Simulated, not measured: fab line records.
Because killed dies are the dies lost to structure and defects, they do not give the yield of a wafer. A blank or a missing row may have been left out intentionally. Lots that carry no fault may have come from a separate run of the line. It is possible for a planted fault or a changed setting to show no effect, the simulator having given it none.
A struck lot beside a sound one | flow n5_finfet | 14 steps out of a route of 1938
Sound: these wafers, L871.1, L871.3, L871.5. Struck: wafer L874.6. (L874.2, L874.4 of the same lot were not struck and are left out.) The cause comes at the end.
At each step with rows: each side's tool, then ch and its chambers, then its first start. Under that, the readings that differ: sound wafers | struck wafers | difference of the means | sigmas: that difference in standard deviations of wafers without a fault.
alike: readings with means less than 2 such deviations apart, plus words and numbers identical on both sides. not compared: withheld readings, readings lacking a value on some wafer, bounds such as >300 that could conceal the same value, and numbers that have no deviation in the record and whose values overlap.
The two part at a step that has a row with sigmas, a row that says differs or no value, or rows on one side only. Numbers that have no deviation but don't overlap get no sigmas and don't part them. A reading missing from all wafers of one side parts the sides only when that side holds two or more wafers.

first, 3 steps without rows for these wafers: N5_BEOL_M8_EXPOSE_25 (exposes mask V7, target cd 40 nm); N5_BEOL_M8_PEB_26 (peb time 60 s); N5_BEOL_M8_DEVELOP_27 (develop time 30 s).
N5_BEOL_M8_CD_MEAS_28: the cd target is 40 nm.
  sound on cd_sem-01 ch 0, day 10 18:18; struck on cd_sem-02 ch 0, day 11 17:20
  alike: cd_nm
N5_BEOL_M8_OVL_MEAS_29:
  sound on overlay-02 ch 0, day 10 18:20; struck on overlay-01 ch 0, day 11 17:22
  alike: V7_OVL
N5_BEOL_M8_INSPECT_30: inspects for defects (brightfield).
  sound: defect_inspect-02 at day 10 18:23; struck: defect_inspect-02 at day 11 17:25
  alike: raw_defect_count
N5_BEOL_M8_DESCUM_33: chemistry O2, time 7 s.
  sound on rie_diel-06 ch 0,2, day 10 18:44; struck on rie_diel-01 ch 2, day 11 17:27
  reading                         | sound             | struck | difference | sigmas
  rf_vpp_V (V)                    | 241.5 244.1 241.6 | 246.0  | +3.6       | +3
  showerhead_plenum_p_Torr (Torr) | 2.01 2.09 2.01    | 2.22   | +0.18      | +3
  alike: drypump_motor_current_A, o2_flow_sccm, oes_product_au, throttle_valve_pct
  not compared: rf_hours_counter_h
N5_BEOL_M8_ETCH_72: etches underlayer in N2/H2, target depth 6.5 nm, time 5.2 s.
  sound on rie_diel-06 ch 0,2, day 10 18:46; struck on rie_diel-01 ch 2, day 11 17:29
  reading                         | sound             | struck | difference | sigmas
  rf_vpp_V (V)                    | 520.1 525.2 521.9 | 527.9  | +5.5       | +2
  showerhead_plenum_p_Torr (Torr) | 2.50 2.54 2.50    | 2.72   | +0.21      | +3
  alike: drypump_motor_current_A, etch_rf_on_time_s, oes_product_au, throttle_valve_pct
  not compared: rf_hours_counter_h
N5_BEOL_M8_ETCH_65: etches SiARC in CF4, target depth 15.6 nm, time 26 s.
  sound on rie_diel-06 ch 0,2, day 10 18:47; struck on rie_diel-01 ch 2, day 11 17:30
  reading                         | sound          | struck | difference | sigmas
  showerhead_plenum_p_Torr (Torr) | 2.08 2.17 2.08 | 2.29   | +0.18      | +3
  alike: drypump_motor_current_A, etch_rf_on_time_s, oes_product_au, rf_vpp_V, throttle_valve_pct
  not compared: rf_hours_counter_h
N5_BEOL_M8_ETCH_66: etches SOC in N2/H2, target depth 80 nm, overetch 16 nm, time 120 s.
  sound on rie_diel-06 ch 0,2, day 10 18:49; struck on rie_diel-01 ch 2, day 11 17:32
  reading                         | sound             | struck | difference | sigmas
  rf_vpp_V (V)                    | 522.4 523.3 521.5 | 528.9  | +6.5       | +3
  showerhead_plenum_p_Torr (Torr) | 2.50 2.54 2.50    | 2.72   | +0.21      | +3
  alike: drypump_motor_current_A, oes_product_au, throttle_valve_pct
  not compared: rf_hours_counter_h
then, 2 steps without rows for these wafers: N5_BEOL_M8_STRIP_69 (strips in N2/H2); N5_BEOL_M8_STRIP_73 (strips in N2/H2).
N5_BEOL_M8_VIA_ETCH_34: etches SiCOH lowk in C4F6/O2, target depth 125.5 nm, time 50.5 s.
  sound on rie_diel-06 ch 0,2, day 10 18:55; struck on rie_diel-01 ch 2, day 11 17:38
  reading                                  | sound             | struck | difference | sigmas
  oes_product_au (a.u.)                    | 0.81 0.82 0.81    | 1.13   | +0.32      | +4
  showerhead_plenum_p_Torr (Torr)          | 2.77 2.89 2.77    | 3.07   | +0.26      | +3
  throttle_valve_pct (%)                   | 20.50 21.21 20.49 | 21.35  | +0.62      | +3
  model.etch.depth_nm (nm)                 | 124.4 131.9 124.8 | 171.3  | +44.3      |
  model.SOC_of_BEOL_M8_COAT_63.thk_nm (nm) | 54.2 53.6 54.2    | 51.8   | -2.2       |
  alike: drypump_motor_current_A, rf_vpp_V
  not compared: rf_hours_counter_h
then, 1 step without rows for these wafers: N5_BEOL_M8_STRIP_76 (strips in C4F6/O2).

## WHERE THEY PART
Earliest at N5_BEOL_M8_DESCUM_33; latest, in this record, at N5_BEOL_M8_VIA_ETCH_34.

WHY: whatever the simulator had introduced
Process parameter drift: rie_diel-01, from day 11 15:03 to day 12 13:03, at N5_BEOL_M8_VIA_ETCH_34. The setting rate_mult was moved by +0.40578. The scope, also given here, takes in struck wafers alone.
